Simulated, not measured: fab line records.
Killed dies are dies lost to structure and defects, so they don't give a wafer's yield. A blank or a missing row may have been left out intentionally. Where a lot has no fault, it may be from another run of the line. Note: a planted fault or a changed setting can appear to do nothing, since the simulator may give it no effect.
fab line records + flow nand_harc
record
- lots=12
- wafers=36
- last_day=25
route steps=1159 shown P_STI@87 P_GATE@119 END@1159
lots untouched by any fault: they come from a run of this same line in which no faults occurred
start_h: hours from the record's first day to the start of the lot's first wafer shown + wait_h: how many hours have passed since the lot's step before this one + " as in the row above + L1.1+2: a row that stands for several wafers + - no value present, or no start provided + * or withheld: withheld + < > ~ a bound
route shown NAME@n: NAME is a module with steps in the file, n the number in the route of the first one + usual: the fault-free wafers' mean and standard deviation + same: alike in all rows + chamber/n: place in a boat + sites: each site's reading + _std_site: how widely they spread, as a standard deviation + _edge_site: inner sites' mean taken away from outer sites' mean + radius_mm: how far each site lies from the wafer's centre + mask NAME#n: copy n + behind: tool/chamber where the wafer was last shaped + hold: what put the lot on hold/how long, in hours/how the hold closed + device: which transistor (n, p or np) failed to switch + end of line: tests run on the same wafers once the route is complete + where a step has no rows: the recipe by itself + killed: not the wafer's yield, but the dies lost to structure and defects at the first sort + map: a wafer's dies, marking killed ones x, the rest . and places with no die _
set.NAME: the setting as run; set.NAME@STEP: as run at that earlier step + model.NAME: the simulator's own value behind a step, which no gauge read
the route's steps for a sample of lots (tables are steps, rows are wafers)
services: when a tool's chamber went out of use (start_h, in hours from the record's first day, below 0 if earlier), for how many hours, and the reason
## steps
# step NHARC_P_STI_DESCUM_14
# recipe
- time_s=3
- o2_flow_sccm=200
- ar_flow_sccm=0
- bias_power_w=0
- chemistry=O2
# usual
- drypump_motor_current_A=5.9/0.42
- oes_product_au=0.998/0.007
- rf_vpp_V=57.6/0.89
- showerhead_plenum_p_Torr=1.89/0.071
- throttle_valve_pct=11.310/0.0092
| lot.wafer | tool        | chamber | start_h | wait_h | drypump_motor_current_A | oes_product_au | rf_hours_counter_h | rf_vpp_V | showerhead_plenum_p_Torr | throttle_valve_pct |
|-----------|-------------|---------|---------|--------|-------------------------|----------------|--------------------|----------|--------------------------|--------------------|
| L445.3    | rie_diel-03 | 0       | 32.66   | -      | 6.0                     | 0.999          | 10.7               | 56.7     | 1.81                     | 11.311             |
| L445.6    | "           | 3       | "       | "      | 5.7                     | 1.001          | -                  | 57.7     | 1.94                     | 11.328             |
| L445.5    | "           | 0       | "       | "      | 6.0                     | 1.001          | -                  | 56.9     | 1.81                     | 11.311             |
| L446.2    | rie_diel-12 | 0       | 44.47   | -      | 6.1                     | 1.000          | 0.7                | 55.7     | 1.94                     | 11.306             |
| L446.3    | "           | 3       | "       | "      | 5.6                     | 0.996          | 0.7                | 56.8     | 1.84                     | 11.303             |
| L446.5    | "           | 0       | "       | "      | 6.2                     | 0.989          | -                  | 57.9     | 1.94                     | 11.321             |
| L449.3    | rie_diel-12 | 1       | 59.10   | -      | 6.4                     | 1.002          | 0.4                | 57.2     | 2.01                     | 11.306             |
| L449.2    | "           | 3       | "       | "      | 5.6                     | 0.994          | 1.0                | 57.8     | 1.84                     | 11.301             |
| L449.6    | "           | 1       | "       | "      | 6.3                     | 1.000          | -                  | 59.1     | 2.01                     | 11.296             |
| L451.4    | rie_diel-12 | 2       | 74.41   | -      | 5.3                     | 0.995          | 1.1                | 57.5     | 1.87                     | 11.316             |
| L451.2    | "           | 0       | "       | "      | 6.1                     | 0.994          | 1.4                | 55.3     | 1.94                     | 11.307             |
| L451.5    | "           | 2       | "       | "      | 5.3                     | 0.995          | -                  | 57.5     | 1.87                     | 11.307             |
| L459.1    | rie_diel-07 | 2       | 119.18  | -      | 6.5                     | 0.989          | 2.0                | 59.0     | 1.90                     | 11.308             |
| L459.2    | "           | 3       | "       | "      | 5.4                     | 0.997          | 1.7                | 57.5     | 1.93                     | 11.307             |
| L459.4    | "           | 0       | "       | "      | 6.0                     | 0.985          | 1.9                | 58.1     | 1.96                     | 11.313             |
| L460.4    | rie_diel-03 | 1       | 127.29  | -      | 6.2                     | 0.993          | 6.7                | 57.2     | 1.82                     | 11.302             |
| L460.2    | "           | 3       | "       | "      | 5.7                     | 1.005          | 5.8                | 57.4     | 1.94                     | 11.314             |
| L460.5    | "           | 0       | "       | "      | 6.0                     | 1.005          | -                  | 56.3     | 1.81                     | 11.293             |
| L461.1    | rie_diel-07 | 0       | 131.15  | -      | 6.0                     | 0.982          | 2.1                | 56.5     | 1.96                     | 11.307             |
| L461.4    | "           | 1       | "       | "      | 4.7                     | 1.005          | 2.1                | 56.4     | 1.79                     | 11.305             |
| L461.6    | "           | 0       | "       | "      | 6.0                     | 0.987          | -                  | 60.0     | 1.96                     | 11.309             |
| L463.1    | rie_diel-03 | 0       | 143.47  | -      | 6.0                     | 0.997          | 7.0                | 56.7     | 1.81                     | 11.301             |
| L463.4    | "           | 1       | "       | "      | 6.1                     | 0.986          | 7.3                | 56.8     | 1.82                     | 11.294             |
| L463.3    | "           | 3       | "       | "      | 5.7                     | 1.009          | 6.4                | 56.9     | 1.94                     | 11.316             |
| L464.1    | rie_diel-12 | 2       | 149.88  | -      | 5.3                     | 0.987          | 2.9                | 58.4     | 1.87                     | 11.304             |
| L464.4    | "           | 3       | "       | "      | 5.6                     | 0.996          | 3.3                | 57.7     | 1.84                     | 11.306             |
| L464.5    | "           | 1       | "       | "      | 6.4                     | 0.996          | -                  | 58.4     | 2.01                     | 11.321             |
| L465.2    | rie_diel-12 | 3       | 155.89  | -      | 5.6                     | 0.998          | 3.5                | 58.8     | 1.84                     | 11.320             |
| L465.4    | "           | 1       | "       | "      | 6.4                     | 0.999          | 3.0                | 57.0     | 2.01                     | 11.321             |
| L465.6    | "           | 3       | "       | "      | 5.6                     | 1.009          | -                  | 56.6     | 1.84                     | 11.291             |
| L466.2    | rie_diel-03 | 2       | 162.62  | -      | 6.0                     | 0.993          | 8.4                | 57.8     | 1.93                     | 11.293             |
| L466.6    | "           | 1       | "       | "      | 6.2                     | 1.001          | -                  | 56.0     | 1.82                     | 11.318             |
| L466.5    | "           | 2       | "       | "      | 6.0                     | 1.003          | -                  | 57.7     | 1.93                     | 11.309             |
| L467.1    | rie_diel-12 | 2       | 171.08  | -      | 5.3                     | 0.997          | 3.4                | 57.8     | 1.87                     | 11.312             |
| L467.5    | "           | 1       | "       | "      | 6.3                     | 0.991          | -                  | 58.1     | 2.01                     | 11.307             |
| L467.6    | "           | 2       | "       | "      | 5.3                     | 1.002          | -                  | 56.7     | 1.87                     | 11.327             |
# step NHARC_P_STI_ETCH_31
# recipe
- target_depth_a=1089
- time_s=54.5
- cf4_flow_sccm=100
- chf3_flow_sccm=30
- ar_flow_sccm=0
- rf_w=500
- bias_w=200
- chemistry=CF4/CHF3
# usual
- drypump_motor_current_A=5.9/0.4
- oes_product_au=0.956/0.017
- rf_vpp_V=370.0/2
- showerhead_plenum_p_Torr=1.56/0.053
- throttle_valve_pct=16.803/0.0084
| lot.wafer | tool        | chamber | start_h | wait_h | drypump_motor_current_A | oes_product_au | rf_hours_counter_h | rf_vpp_V | showerhead_plenum_p_Torr | throttle_valve_pct |
|-----------|-------------|---------|---------|--------|-------------------------|----------------|--------------------|----------|--------------------------|--------------------|
| L445.3    | rie_diel-03 | 3       | -       | -      | 5.7                     | 0.963          | 10.2               | 372.4    | 1.60                     | 16.811             |
| L445.5    | "           | 1       | "       | "      | 6.2                     | 0.961          | -                  | 368.9    | 1.50                     | 16.807             |
| L445.6    | "           | 0       | "       | "      | 6.0                     | 0.962          | -                  | 368.7    | 1.49                     | 16.790             |
| L446.3    | rie_diel-12 | 2       | -       | -      | 5.3                     | 0.958          | 0.5                | 368.3    | 1.54                     | 16.798             |
| L446.2    | "           | 3       | "       | "      | 5.6                     | 0.964          | 0.7                | 369.0    | 1.52                     | 16.799             |
| L446.5    | "           | 3       | "       | "      | 5.6                     | 0.973          | -                  | 368.6    | 1.52                     | 16.804             |
| L449.2    | rie_diel-12 | 0       | -       | -      | 6.2                     | 0.909          | 1.1                | 371.8    | 1.60                     | 16.800             |
| L449.3    | "           | 1       | "       | "      | 6.4                     | 0.927          | 0.5                | 372.7    | 1.65                     | 16.812             |
| L449.6    | "           | 2       | "       | "      | 5.3                     | 0.921          | -                  | 369.9    | 1.54                     | 16.812             |
| L451.2    | rie_diel-12 | 2       | -       | -      | 5.3                     | 0.954          | 1.1                | 369.4    | 1.54                     | 16.795             |
| L451.4    | "           | 3       | "       | "      | 5.6                     | 0.952          | 1.3                | 368.4    | 1.52                     | 16.800             |
| L451.5    | "           | 2       | "       | "      | 5.3                     | 0.940          | -                  | 371.5    | 1.54                     | 16.799             |
| L459.2    | rie_diel-07 | 2       | -       | -      | 6.5                     | 0.970          | 2.1                | 369.2    | 1.56                     | 16.796             |
| L459.1    | "           | 3       | "       | "      | 5.4                     | 0.972          | 1.7                | 370.4    | 1.59                     | 16.793             |
| L459.4    | "           | 1       | "       | "      | 4.7                     | 0.961          | 2.0                | 365.5    | 1.48                     | 16.811             |
| L460.4    | rie_diel-03 | 1       | -       | -      | 6.2                     | 0.938          | 6.8                | 367.2    | 1.50                     | 16.791             |
| L460.2    | "           | 0       | "       | "      | 6.0                     | 0.941          | 6.4                | 367.5    | 1.49                     | 16.796             |
| L460.5    | "           | 1       | "       | "      | 6.2                     | 0.931          | -                  | 368.3    | 1.50                     | 16.819             |
| L461.1    | rie_diel-07 | 0       | -       | -      | 6.0                     | 0.956          | 2.1                | 373.1    | 1.61                     | 16.803             |
| L461.4    | "           | 2       | "       | "      | 6.5                     | 0.976          | 2.2                | 370.2    | 1.56                     | 16.812             |
| L461.6    | "           | 3       | "       | "      | 5.4                     | 0.974          | -                  | 372.1    | 1.59                     | 16.795             |
| L463.4    | rie_diel-03 | 2       | -       | -      | 6.0                     | 0.966          | 6.7                | 371.3    | 1.59                     | 16.822             |
| L463.3    | "           | 3       | "       | "      | 5.7                     | 0.973          | 6.4                | 370.9    | 1.59                     | 16.815             |
| L463.1    | "           | 0       | "       | "      | 6.0                     | 0.954          | 7.0                | 367.1    | 1.49                     | 16.807             |
| L464.4    | rie_diel-12 | 0       | -       | -      | 6.2                     | 0.981          | 2.1                | 371.6    | 1.60                     | 16.803             |
| L464.1    | "           | 1       | "       | "      | 6.4                     | 0.968          | 2.9                | 373.1    | 1.65                     | 16.812             |
| L464.5    | "           | 2       | "       | "      | 5.3                     | 0.950          | -                  | 370.6    | 1.54                     | 16.792             |
| L465.4    | rie_diel-12 | 0       | -       | -      | 6.2                     | 0.950          | 2.3                | 370.5    | 1.60                     | 16.788             |
| L465.2    | "           | 1       | "       | "      | 6.4                     | 0.980          | 3.1                | 374.4    | 1.65                     | 16.825             |
| L465.6    | "           | 1       | "       | "      | 6.4                     | 0.976          | -                  | 372.9    | 1.65                     | 16.808             |
| L466.2    | rie_diel-03 | 1       | -       | -      | 6.2                     | 0.958          | 9.2                | 369.2    | 1.50                     | 16.799             |
| L466.5    | "           | 1       | "       | "      | 6.2                     | 0.957          | -                  | 366.6    | 1.50                     | 16.799             |
| L466.6    | "           | 2       | "       | "      | 6.0                     | 0.955          | -                  | 370.7    | 1.59                     | 16.807             |
| L467.1    | rie_diel-12 | 3       | -       | -      | 5.6                     | 0.980          | 3.9                | 370.3    | 1.52                     | 16.809             |
| L467.5    | "           | 0       | "       | "      | 6.2                     | 0.963          | -                  | 371.3    | 1.60                     | 16.798             |
| L467.6    | "           | 1       | "       | "      | 6.3                     | 0.968          | -                  | 373.0    | 1.65                     | 16.791             |
# step NHARC_P_STI_OCD_MEAS_17
# usual
- trench_depth_nm=301.4/2.9
- trench_foot_cd_nm=157.2/1.8
| lot.wafer | tool   | chamber | start_h | wait_h | trench_depth_nm | trench_foot_cd_nm |
|-----------|--------|---------|---------|--------|-----------------|-------------------|
| L445.3    | ocd-01 | -       | 33.22   | 0.1    | 296.8           | 157.2             |
| L445.5    | "      | -       | "       | "      | 305.3           | 154.1             |
| L445.6    | "      | -       | "       | "      | 300.1           | 155.6             |
| L446.2    | ocd-02 | -       | 45.01   | 0.1    | 295.6           | 161.5             |
| L446.3    | "      | -       | "       | "      | 300.7           | 156.6             |
| L446.5    | "      | -       | "       | "      | 297.3           | 157.5             |
| L449.2    | ocd-01 | -       | 59.62   | 0.1    | 299.8           | 155.6             |
| L449.3    | "      | -       | "       | "      | 297.3           | 158.9             |
| L449.6    | "      | -       | "       | "      | 303.0           | 155.5             |
| L451.2    | ocd-01 | -       | 74.99   | 0.1    | 301.9           | 157.8             |
| L451.4    | "      | -       | "       | "      | 301.2           | 157.0             |
| L451.5    | "      | -       | "       | "      | 300.8           | 155.8             |
| L459.1    | ocd-02 | -       | 119.70  | 0.1    | 303.8           | 159.3             |
| L459.2    | "      | -       | "       | "      | 303.1           | 159.2             |
| L459.4    | "      | -       | "       | "      | 304.4           | 161.3             |
| L460.2    | ocd-01 | -       | 127.81  | 0.1    | 299.0           | 158.6             |
| L460.4    | "      | -       | "       | "      | 300.9           | 159.3             |
| L460.5    | "      | -       | "       | "      | 302.6           | 158.6             |
| L461.1    | ocd-01 | -       | 131.68  | 0.1    | 304.2           | 156.3             |
| L461.4    | "      | -       | "       | "      | 302.2           | 156.6             |
| L461.6    | "      | -       | "       | "      | 305.3           | 156.4             |
| L463.1    | ocd-02 | -       | 144.00  | 0.1    | 305.3           | 156.1             |
| L463.3    | "      | -       | "       | "      | 302.7           | 156.9             |
| L463.4    | "      | -       | "       | "      | 303.6           | 157.3             |
| L464.1    | ocd-02 | -       | 150.40  | 0.1    | 302.7           | 158.3             |
| L464.4    | "      | -       | "       | "      | 300.6           | 154.7             |
| L464.5    | "      | -       | "       | "      | 302.2           | 157.9             |
| L465.2    | ocd-02 | -       | 156.43  | 0.1    | 299.7           | 156.3             |
| L465.4    | "      | -       | "       | "      | 300.0           | 156.4             |
| L465.6    | "      | -       | "       | "      | 301.4           | 155.9             |
| L466.2    | ocd-02 | -       | 163.17  | 0.1    | 300.8           | 156.8             |
| L466.5    | "      | -       | "       | "      | 299.7           | 158.8             |
| L466.6    | "      | -       | "       | "      | 299.2           | 160.7             |
| L467.1    | ocd-01 | -       | 171.59  | 0.1    | 299.9           | 159.4             |
| L467.5    | "      | -       | "       | "      | 294.3           | 159.2             |
| L467.6    | "      | -       | "       | "      | 297.0           | 158.2             |
# step NHARC_P_GATE_EXPOSE_08
# recipe
- na=0.6
- dose_mj=16.75
- mask_id=P_HV
| lot.wafer  | tool           | chamber | start_h | wait_h | mask    |
|------------|----------------|---------|---------|--------|---------|
| L445.3+5+6 | krf_scanner-04 | 0       | 67.61   | -      | P_HV#0  |
| L446.2+3+5 | krf_scanner-04 | 0       | 80.07   | -      | P_HV#0  |
| L449.2+3+6 | krf_scanner-01 | 0       | 98.58   | -      | P_NSD#0 |
| L451.2+4+5 | krf_scanner-01 | 0       | 114.57  | -      | P_HV#0  |
| L459.1+2+4 | krf_scanner-04 | 0       | 152.61  | -      | P_HV#0  |
| L461.1+4+6 | krf_scanner-01 | 0       | 166.64  | -      | P_HV#0  |
| L460.2+4+5 | krf_scanner-04 | 0       | 166.81  | -      | P_HV#0  |
| L463.1+3+4 | krf_scanner-04 | 0       | 182.81  | -      | P_HV#0  |
| L464.1+4+5 | krf_scanner-02 | 0       | 182.97  | -      | P_HV#0  |
| L465.2+4+6 | krf_scanner-04 | 0       | 194.92  | -      | P_HV#0  |
| L466.2+5+6 | krf_scanner-02 | 0       | 198.06  | -      | P_HV#0  |
| L467.1+5+6 | krf_scanner-01 | 0       | 206.08  | -      | P_HV#0  |
# step NHARC_P_GATE_CD_MEAS_11
# recipe
- target_cd_nm=1640
- landing_energy_ev=500
# usual
- cd_nm=1640.1/1.3
| lot.wafer | tool      | chamber | start_h | wait_h | cd_nm  |
|-----------|-----------|---------|---------|--------|--------|
| L445.3    | cd_sem-02 | 0       | 67.76   | -      | 1639.7 |
| L445.5    | "         | 0       | "       | "      | 1639.8 |
| L445.6    | "         | 0       | "       | "      | 1639.2 |
| L446.2    | cd_sem-03 | 0       | 80.22   | -      | 1639.3 |
| L446.3    | "         | 0       | "       | "      | 1638.6 |
| L446.5    | "         | 0       | "       | "      | 1639.5 |
| L449.2    | cd_sem-01 | 0       | 98.73   | -      | -      |
| L449.3    | "         | 0       | "       | "      | -      |
| L449.6    | "         | 0       | "       | "      | -      |
| L451.2    | cd_sem-03 | 0       | 114.72  | -      | 1641.3 |
| L451.4    | "         | 0       | "       | "      | 1637.2 |
| L451.5    | "         | 0       | "       | "      | 1640.9 |
| L459.1    | cd_sem-01 | 0       | 152.77  | -      | 1640.5 |
| L459.2    | "         | 0       | "       | "      | 1642.2 |
| L459.4    | "         | 0       | "       | "      | 1638.8 |
| L461.1    | cd_sem-01 | 0       | 166.80  | -      | 1639.9 |
| L461.4    | "         | 0       | "       | "      | 1640.5 |
| L461.6    | "         | 0       | "       | "      | 1642.6 |
| L460.2    | cd_sem-02 | 0       | 166.96  | -      | 1639.6 |
| L460.4    | "         | 0       | "       | "      | 1638.6 |
| L460.5    | "         | 0       | "       | "      | 1640.3 |
| L463.1    | cd_sem-01 | 0       | 182.97  | -      | 1640.3 |
| L463.3    | "         | 0       | "       | "      | 1640.4 |
| L463.4    | "         | 0       | "       | "      | 1639.3 |
| L464.1    | cd_sem-02 | 0       | 183.13  | -      | 1639.8 |
| L464.4    | "         | 0       | "       | "      | 1639.8 |
| L464.5    | "         | 0       | "       | "      | 1638.3 |
| L465.2    | cd_sem-03 | 0       | 195.08  | -      | 1642.1 |
| L465.4    | "         | 0       | "       | "      | 1638.2 |
| L465.6    | "         | 0       | "       | "      | 1639.1 |
| L466.2    | cd_sem-02 | 0       | 198.22  | -      | 1640.1 |
| L466.5    | "         | 0       | "       | "      | 1639.2 |
| L466.6    | "         | 0       | "       | "      | 1639.1 |
| L467.1    | cd_sem-02 | 0       | 206.23  | -      | 1641.1 |
| L467.5    | "         | 0       | "       | "      | 1641.9 |
| L467.6    | "         | 0       | "       | "      | 1638.9 |
# step NHARC_END_SORT_01
# recipe
- temp_c=25
# usual
- killed_at_array=28/8.9
- killed_at_other=0.8/1.2
- killed_at_periphery=3.3/2.3
- killed_dies=32/9.4
- killed_open=3.2/1.8
- killed_short=1.9/1.4
# same
- gross_dies=677
| lot.wafer | tool      | chamber | start_h | wait_h | killed_at_array | killed_at_other | killed_at_periphery | killed_dies | killed_open | killed_short |
|-----------|-----------|---------|---------|--------|-----------------|-----------------|---------------------|-------------|-------------|--------------|
| L449.2    | prober-02 | 0       | 467.78  | 2.8    | 19              | 0               | 658                 | 677         | 2           | 2            |
| L449.3    | prober-02 | 0       | 468.59  | 3.1    | 26              | 1               | 650                 | 677         | 1           | 1            |
| L449.6    | prober-02 | 0       | 471.02  | 4.0    | 20              | 0               | 657                 | 677         | 4           | 2            |
# killed by level:class
L449.2 P_GATE:area_expose=654 A_CHANNEL_HOLE_D1:chamber_film_flake=10 A_ZERO_WELL:chamber_film_flake=4 A_STAIRCASE:chamber_film_flake=3 P_GATE:chamber_film_flake=2 P_GATE:geometric_particle:open=1 P_M0:geometric_particle:short=1 A_WL_FILL:geometric_particle:short=1
L449.3 P_GATE:area_expose=643 A_CHANNEL_HOLE_D1:chamber_film_flake=17 A_ZERO_WELL:chamber_film_flake=4 P_GATE:chamber_film_flake=3 A_STAIRCASE:chamber_film_flake=2 P_CONTACT:geometric_particle:open=1 P_M1:geometric_particle:short=1 P_ZERO_WELL:chamber_film_flake=1
L449.6 P_GATE:area_expose=649 A_CHANNEL_HOLE_D1:chamber_film_flake=15 P_GATE:chamber_film_flake=4 P_GATE:geometric_particle:open=1 P_CONTACT:geometric_particle:open=1 A_CHANNEL_FILL_D1:geometric_particle:short=1 A_SGD_CUT:geometric_particle:open=1 A_CONTACT:geometric_particle:open=1
## services
| tool           | chamber | start_h | hours | kind   |
|----------------|---------|---------|-------|--------|
| rie_diel-12    | -       | 25.40   | 9.0   | pm     |
| krf_scanner-01 | -       | 26.14   | 6.2   | repair |
| krf_scanner-04 | -       | 29.03   | 3.6   | repair |
| krf_scanner-02 | -       | 38.02   | 4.0   | pm     |
| rie_diel-12    | 2       | 38.23   | 1.8   | repair |
| rie_diel-03    | -       | 38.30   | 9.0   | pm     |
| rie_diel-07    | 0       | 38.89   | 2.7   | repair |
| rie_diel-07    | -       | 51.20   | 9.0   | pm     |
| krf_scanner-04 | -       | 63.52   | 0.7   | repair |
| rie_diel-07    | 3       | 83.64   | 6.5   | repair |
| krf_scanner-01 | -       | 84.00   | 4.0   | pm     |
| rie_diel-12    | 0       | 88.35   | 45.7  | repair |
| rie_diel-12    | 2       | 90.18   | 7.2   | repair |
| krf_scanner-01 | -       | 107.98  | 0.2   | repair |
| krf_scanner-01 | -       | 108.38  | 0.6   | repair |
| rie_diel-07    | 2       | 121.56  | 8.1   | repair |
| krf_scanner-04 | -       | 126.00  | 4.0   | pm     |
| rie_diel-03    | 2       | 143.92  | 2.6   | repair |
| krf_scanner-01 | -       | 146.37  | 0.3   | repair |
| rie_diel-07    | 3       | 152.21  | 17.1  | repair |
| rie_diel-03    | 0       | 161.25  | 5.7   | repair |
| rie_diel-12    | 1       | 173.11  | 4.4   | repair |
| krf_scanner-01 | -       | 181.26  | 9.5   | repair |
| rie_diel-12    | -       | 202.40  | 9.0   | pm     |
## key
first_sign
- step=NHARC_P_GATE_EXPOSE_08
- reading=mask
- direction=changed
effect
- step=NHARC_P_GATE_CD_MEAS_11
- reading=cd_nm
- direction=missing
effect
- step=NHARC_END_SORT_01
- reading=killed_at_periphery
- direction=up
- sigmas=99+
- usual=3.3
- struck=655
more_kills_born_at
- NHARC_P_GATE_EXPOSE_08@krf_scanner-01=1946
met_at NHARC_P_GATE_EXPOSE_08
struck_lots L449
later_rows_left_out L449.2,L449.3,L449.6
tester_left_out L449
not_acting_at NHARC_P_STI_DESCUM_14,NHARC_P_STI_ETCH_31,NHARC_P_STI_OCD_MEAS_17
fault
- kind=wrong_mask
- tool=any
- chamber=-
- onset_h=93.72
- steps=NHARC_P_GATE_EXPOSE_08
- aux_copy=P_NSD#0
- scope=struck_lots_only
# tester_left_out: of these lots the tester's yield and bins aren't shown, on N5 and GAA mostly nor the transistor test; their killed dies are dies lost to structure and defects alone, not to doping, threshold or leakage, so they don't give the yield
# later_rows_left_out: the simulator's readings of these wafers behind a module that went badly wrong aren't trusted and aren't shown, but for the sort
